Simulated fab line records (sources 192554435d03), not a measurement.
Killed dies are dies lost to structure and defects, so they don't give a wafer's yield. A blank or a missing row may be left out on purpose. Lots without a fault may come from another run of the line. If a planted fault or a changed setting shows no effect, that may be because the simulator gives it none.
Chamber matching / flow n5_finfet / N5_HKMG_FIN_ETCH_35 on rie_diel-06: 4 sister chambers
The step etches SOC in N2/H2, target depth 215.8 nm, time 243.4 s. 8 wafers are shown with their chamber, then 12 later ones without.

== WAFERS WITH THEIR CHAMBER ==
wafer=L085.1; chamber=1; drypump_motor_current_A (A)=4.8; showerhead_plenum_p_Torr (Torr)=2.48
wafer=L091.4; chamber=2; drypump_motor_current_A (A)=5.4; showerhead_plenum_p_Torr (Torr)=2.42
wafer=L093.1; chamber=3; drypump_motor_current_A (A)=6.7; showerhead_plenum_p_Torr (Torr)=2.49
wafer=L093.2; chamber=2; drypump_motor_current_A (A)=5.4; showerhead_plenum_p_Torr (Torr)=2.42
wafer=L093.3; chamber=1; drypump_motor_current_A (A)=4.9; showerhead_plenum_p_Torr (Torr)=2.47
wafer=L093.4; chamber=0; drypump_motor_current_A (A)=5.2; showerhead_plenum_p_Torr (Torr)=2.48
wafer=L093.5; chamber=3; drypump_motor_current_A (A)=6.7; showerhead_plenum_p_Torr (Torr)=2.49
wafer=L093.6; chamber=0; drypump_motor_current_A (A)=5.2; showerhead_plenum_p_Torr (Torr)=2.48

== WAFERS WITHOUT THEIR CHAMBER ==
wafer=L094.1; drypump_motor_current_A (A)=6.7; showerhead_plenum_p_Torr (Torr)=2.49
wafer=L094.2; drypump_motor_current_A (A)=5.1; showerhead_plenum_p_Torr (Torr)=2.48
wafer=L094.5; drypump_motor_current_A (A)=5.4; showerhead_plenum_p_Torr (Torr)=2.42
wafer=L095.2; drypump_motor_current_A (A)=5.2; showerhead_plenum_p_Torr (Torr)=2.48
wafer=L095.3; drypump_motor_current_A (A)=5.3; showerhead_plenum_p_Torr (Torr)=2.42
wafer=L095.5; drypump_motor_current_A (A)=4.8; showerhead_plenum_p_Torr (Torr)=2.47
wafer=L096.1; drypump_motor_current_A (A)=4.8; showerhead_plenum_p_Torr (Torr)=2.47
wafer=L096.2; drypump_motor_current_A (A)=5.4; showerhead_plenum_p_Torr (Torr)=2.41
wafer=L096.3; drypump_motor_current_A (A)=5.2; showerhead_plenum_p_Torr (Torr)=2.47
wafer=L096.4; drypump_motor_current_A (A)=6.7; showerhead_plenum_p_Torr (Torr)=2.48
wafer=L096.5; drypump_motor_current_A (A)=6.7; showerhead_plenum_p_Torr (Torr)=2.48
wafer=L096.6; drypump_motor_current_A (A)=5.4; showerhead_plenum_p_Torr (Torr)=2.41

== EACH ONE'S CHAMBER ==
wafer=L094.1; from the rows above=3; in truth=3
wafer=L094.2; from the rows above=0; in truth=0
wafer=L094.5; from the rows above=2; in truth=2
wafer=L095.2; from the rows above=0; in truth=0
wafer=L095.3; from the rows above=2; in truth=2
wafer=L095.5; from the rows above=1; in truth=1
wafer=L096.1; from the rows above=1; in truth=1
wafer=L096.2; from the rows above=2; in truth=2
wafer=L096.3; from the rows above=0; in truth=0
wafer=L096.4; from the rows above=3; in truth=3
wafer=L096.5; from the rows above=3; in truth=3
wafer=L096.6; from the rows above=2; in truth=2
Placed correctly: 12 of 12. Left unplaced by these rows: 0. Number placed wrongly: 0.
How it was worked out, from the rows above alone: a wafer's distance from a chamber is the root of the sum, over the readings, of the square of ((its reading less the chamber's mean) divided by the reading's scatter). If the next closest chamber is less than 2 further off than the closest, the wafer can't be placed; otherwise it belongs to the closest. A chamber's mean is the mean of its shown wafers. How the scatter is found: for the shown wafers, subtract from each reading the mean of its chamber, square and add these, divide the total by (wafers less chambers), then take the root.
